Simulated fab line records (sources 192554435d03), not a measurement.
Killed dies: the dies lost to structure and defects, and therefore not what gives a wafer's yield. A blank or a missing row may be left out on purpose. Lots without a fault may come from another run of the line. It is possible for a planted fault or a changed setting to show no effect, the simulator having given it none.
Lot-split experiment :: flow n5Finfet :: 7 lots, 39 wafers read, on a route of 1938 steps

## SPLIT DETAILS
At N5_DUMMY_GATE_ETCH_42 (etches SiO2 in CHF3/O2, target depth 3.5 nm, time 31 s), the setting biasW was moved away from the recipe's 12 W on 18 of the 39 wafers read, by -18.9% to +10.7%. All remaining wafers had this setting at the recipe value.

The reading is taken at the split's own step.

## THE READING
rfVppV, in V, at N5_DUMMY_GATE_ETCH_42 (etches SiO2 in CHF3/O2, target depth 3.5 nm, time 31 s). On this fab line, fault-free wafers typically give 42.5 V with a standard deviation of 0.91 V.

wafer: L077.1
tool, chamber at the split: rieDiel-01, 0
biasW as run, W: 13.28
against the recipe: +10.7%
rfVppV, V: 44.4
against lot-mates on the recipe: +1.9

wafer: L077.2
tool, chamber at the split: rieDiel-01, 3
biasW as run, W: 12
against the recipe: recipe
rfVppV, V: 43.5
against lot-mates on the recipe: -

wafer: L077.3
tool, chamber at the split: rieDiel-01, 1
biasW as run, W: 12
against the recipe: recipe
rfVppV, V: 42.1
against lot-mates on the recipe: -

wafer: L077.4
tool, chamber at the split: rieDiel-01, 2
biasW as run, W: 13.28
against the recipe: +10.7%
rfVppV, V: 45.9
against lot-mates on the recipe: +3.4

wafer: L077.5
tool, chamber at the split: rieDiel-01, 3
biasW as run, W: 13.28
against the recipe: +10.7%
rfVppV, V: 47.4
against lot-mates on the recipe: +4.9

wafer: L077.6
tool, chamber at the split: rieDiel-01, 0
biasW as run, W: 12
against the recipe: recipe
rfVppV, V: 42.0
against lot-mates on the recipe: -

wafer: L082.1
tool, chamber at the split: rieDiel-03, 3
biasW as run, W: 12
against the recipe: recipe
rfVppV, V: 42.2
against lot-mates on the recipe: -

wafer: L082.2
tool, chamber at the split: rieDiel-03, 1
biasW as run, W: 12
against the recipe: recipe
rfVppV, V: 42.8
against lot-mates on the recipe: -

wafer: L082.3
tool, chamber at the split: rieDiel-03, 0
biasW as run, W: 12.64
against the recipe: +5.3%
rfVppV, V: 42.8
against lot-mates on the recipe: +0.6

wafer: L082.4
tool, chamber at the split: rieDiel-03, 2
biasW as run, W: 12.64
against the recipe: +5.3%
rfVppV, V: 43.8
against lot-mates on the recipe: +1.6

wafer: L082.5
tool, chamber at the split: rieDiel-03, 1
biasW as run, W: 12
against the recipe: recipe
rfVppV, V: 41.7
against lot-mates on the recipe: -

wafer: L082.6
tool, chamber at the split: rieDiel-03, 2
biasW as run, W: 12.64
against the recipe: +5.3%
rfVppV, V: 42.1
against lot-mates on the recipe: -0.1

wafer: L083.1
tool, chamber at the split: rieDiel-03, 3
biasW as run, W: 12
against the recipe: recipe
rfVppV, V: 42.0
against lot-mates on the recipe: -

wafer: L083.2
tool, chamber at the split: rieDiel-03, 2
biasW as run, W: 11.1
against the recipe: -7.5%
rfVppV, V: 39.2
against lot-mates on the recipe: -2.7

wafer: L083.3
tool, chamber at the split: rieDiel-03, 1
biasW as run, W: 11.1
against the recipe: -7.5%
rfVppV, V: 40.4
against lot-mates on the recipe: -1.5

wafer: L083.4
tool, chamber at the split: rieDiel-03, 0
biasW as run, W: 12
against the recipe: recipe
rfVppV, V: 41.3
against lot-mates on the recipe: -

wafer: L083.5
tool, chamber at the split: rieDiel-03, 2
biasW as run, W: 12
against the recipe: recipe
rfVppV, V: 42.3
against lot-mates on the recipe: -

wafer: L083.6
tool, chamber at the split: rieDiel-03, 3
biasW as run, W: 11.1
against the recipe: -7.5%
rfVppV, V: 40.7
against lot-mates on the recipe: -1.2

wafer: L085.1
tool, chamber at the split: rieDiel-01, 1
biasW as run, W: 12
against the recipe: recipe
rfVppV, V: 43.6
against lot-mates on the recipe: -

wafer: L085.2
tool, chamber at the split: rieDiel-01, 3
biasW as run, W: 12
against the recipe: recipe
rfVppV, V: 43.3
against lot-mates on the recipe: -

wafer: L085.3
tool, chamber at the split: rieDiel-01, 0
biasW as run, W: 11.32
against the recipe: -5.7%
rfVppV, V: 40.8
against lot-mates on the recipe: -2.1

wafer: L085.4
tool, chamber at the split: rieDiel-01, 2
biasW as run, W: 11.32
against the recipe: -5.7%
rfVppV, V: 41.1
against lot-mates on the recipe: -1.8

wafer: L085.5
tool, chamber at the split: rieDiel-01, 1
biasW as run, W: 12
against the recipe: recipe
rfVppV, V: 41.8
against lot-mates on the recipe: -

wafer: L085.6
tool, chamber at the split: rieDiel-01, 0
biasW as run, W: 11.32
against the recipe: -5.7%
rfVppV, V: 39.4
against lot-mates on the recipe: -3.5

wafer: L088.1
tool, chamber at the split: rieDiel-04, 0
biasW as run, W: 12.71
against the recipe: +5.9%
rfVppV, V: 45.2
against lot-mates on the recipe: +2.5

wafer: L088.2
tool, chamber at the split: rieDiel-04, 1
biasW as run, W: 12
against the recipe: recipe
rfVppV, V: 42.8
against lot-mates on the recipe: -

wafer: L088.3
tool, chamber at the split: rieDiel-04, 3
biasW as run, W: 12
against the recipe: recipe
rfVppV, V: 43.1
against lot-mates on the recipe: -

wafer: L088.4
tool, chamber at the split: rieDiel-04, 3
biasW as run, W: 12
against the recipe: recipe
rfVppV, V: 42.3
against lot-mates on the recipe: -

wafer: L088.5
tool, chamber at the split: rieDiel-04, 0
biasW as run, W: 12.71
against the recipe: +5.9%
rfVppV, V: 43.3
against lot-mates on the recipe: +0.6

wafer: L088.6
tool, chamber at the split: rieDiel-04, 1
biasW as run, W: 12.71
against the recipe: +5.9%
rfVppV, V: 43.6
against lot-mates on the recipe: +0.9

wafer: L091.1
tool, chamber at the split: rieDiel-01, 3
biasW as run, W: 12
against the recipe: recipe
rfVppV, V: 42.4
against lot-mates on the recipe: -

wafer: L091.3
tool, chamber at the split: rieDiel-01, 2
biasW as run, W: 12
against the recipe: recipe
rfVppV, V: 43.7
against lot-mates on the recipe: -

wafer: L091.6
tool, chamber at the split: rieDiel-01, 3
biasW as run, W: 12
against the recipe: recipe
rfVppV, V: 43.0
against lot-mates on the recipe: -

wafer: L096.1
tool, chamber at the split: rieDiel-01, 1
biasW as run, W: 9.727
against the recipe: -18.9%
rfVppV, V: 35.9
against lot-mates on the recipe: -6.1

wafer: L096.2
tool, chamber at the split: rieDiel-01, 3
biasW as run, W: 9.727
against the recipe: -18.9%
rfVppV, V: 35.9
against lot-mates on the recipe: -6.1

wafer: L096.3
tool, chamber at the split: rieDiel-01, 0
biasW as run, W: 12
against the recipe: recipe
rfVppV, V: 42.3
against lot-mates on the recipe: -

wafer: L096.4
tool, chamber at the split: rieDiel-01, 1
biasW as run, W: 9.727
against the recipe: -18.9%
rfVppV, V: 35.8
against lot-mates on the recipe: -6.2

wafer: L096.5
tool, chamber at the split: rieDiel-01, 0
biasW as run, W: 12
against the recipe: recipe
rfVppV, V: 41.7
against lot-mates on the recipe: -

wafer: L096.6
tool, chamber at the split: rieDiel-01, 3
biasW as run, W: 12
against the recipe: recipe
rfVppV, V: 42.1
against lot-mates on the recipe: -

FIT RESULTS
A straight line over all 39 wafers: rfVppV changes by +0.322 V for each +1% of biasW; r = +0.94; the points scatter about the line by 0.83 V.
The same after taking each lot's own level away (the mean of its wafers on the recipe; 39 wafers): +0.304 V for each +1%; r = +0.94; scatter 0.78 V.
The reading moves by 5.8 V for the largest change in biasW, on that fit.
From 41.87 to 43.03 V: that is the span of the lots' own levels, equal to 1.3 times the standard deviation above.
So the lot-to-lot level changes the slope little: the two slopes agree.
Check: for one of the wafers moved furthest among these (-18.9%), held out of the fit, the line's prediction against its lot-mates is -5.85 V. Against them it came out at -6.13 V.
Tool readings at the split's step, against how far the setting was moved: rfVppV r = +0.94.

## OTHER SPLITS APPLIED TO THESE WAFERS
Note: prior to the reading, these wafers also went through further splits. Each is held against what the fit with the lots' levels taken away leaves over:
other split on the same wafers: N5_FIN_SAQP_ETCH_65 timeS
wafers away from the commonest value: 9
r with rfVppV (lot level and that fit taken away): +0.06

other split on the same wafers: N5_FIN_SAQP_ETCH_34 sourceW
wafers away from the commonest value: 9
r with rfVppV (lot level and that fit taken away): +0.08

## FILE'S OWN FIT
rfVppV changes by +0.305 V for each +1% of biasW, r = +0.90.
